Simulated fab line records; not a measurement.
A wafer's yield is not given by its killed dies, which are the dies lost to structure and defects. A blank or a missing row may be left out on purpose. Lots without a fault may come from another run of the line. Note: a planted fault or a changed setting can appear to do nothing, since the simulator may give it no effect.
8D (eight disciplines) problem report, filled in by code    flow nand_harc    the parts of the form that need people (team, actions taken, sign-off) are left out

## 1. THE PROBLEM
Wafers without a fault read 63, standard deviation 18; killed_at_array at NHARC_END_SORT_01 reads a mean of 573 on 3 wafers belonging to 3 lots. That is +28 standard deviations from the usual mean.
First seen on wafer L172.4, day 33 10:16, on prober-01. At this step, 9 wafers from 3 lots have a number in the record. By rule, "out" or "out of limits" means more than 4 standard deviations away from the usual mean. All remaining wafers that have a number are taken as sound.

## 2. WHAT IT IS, WHAT IT ISN'T
question                     is                            is not
which readings at this step  killed_at_array, killed_dies  killed_at_other, killed_at_periphery, killed_open, killed_short
which lots                   L172, L174, L175              -
which wafers of those lots   L172.4, L174.2, L175.4        L172.1, L172.5, L174.3, L174.6, L175.5, L175.6
read on which gauges         prober-01, prober-02          -
when                         from day 33 10:16             up to then (1 sound wafer); but 5 sound wafers of L172, L174, L175 came after

## 3. WHAT RULES OUT EACH SUSPECT
Counting: any tool at a process step up to the reading remains a suspect provided it ran every lot that is out. Sound lots after the first of them don't rule it out here, since some wafers of a struck lot are sound.
- the gauge at NHARC_END_SORT_01: ruled out. The wafers that are out were read on 2 gauges (prober-01, prober-02).
- rie_diel-11 at NHARC_A_CONTACT_ETCH_75 (etches the open film in CF4, target depth 39 nm, time 65 s): kept. It ran every lot that is out, first L172 (day 30 00:37). On those wafers its own readings are out: oes_product_au.
After counting, what remains is rie_diel-11 at NHARC_A_CONTACT_ETCH_75.

## 4. THE CAUSE (what the simulator had put in)
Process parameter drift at NHARC_A_CONTACT_ETCH_75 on rie_diel-11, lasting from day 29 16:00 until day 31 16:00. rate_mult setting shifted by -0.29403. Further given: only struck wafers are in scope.
The count eliminated every tool but this one.

## 5. THE EFFECT CHAIN, in route order
One row per reading whose mean, taken over the struck wafers that have a number, lies over 3 standard deviations from the usual. Readings are gone through only where the record gives a usual standard deviation; hours: the median, over the lots, of the time from a lot's start at the first step in this table giving one to that lot's start at this step; sigmas: the change measured in usual standard deviations.
hours  step                     reading          usual       on struck wafers  change  sigmas
0      NHARC_A_CONTACT_ETCH_75  oes_product_au   1.002 a.u.  0.814             -0.188  -23
82     NHARC_END_SORT_01        killed_at_array  63          573               +510    +28
82     NHARC_END_SORT_01        killed_dies      68          578               +510    +28
Here are the process steps it includes:
- NHARC_A_CONTACT_ETCH_75: etches the open film in CF4, target depth 39 nm, time 65 s.

## 6. WHAT WOULD HAVE CAUGHT IT SOONER
In this record the first reading out of limits at a measuring or inspecting step was taken at day 33 10:16, 90 hours after the fault began at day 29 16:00.
Tool's own readings at NHARC_A_CONTACT_ETCH_75, oes_product_au: out on all struck wafers the step has rows for; an alarm limit on them would have tripped on the first.
Lots out: 3; all had begun NHARC_A_CONTACT_ETCH_75 on rie_diel-11 by day 33 10:16. A hold on the tool at that time would have spared none of them.
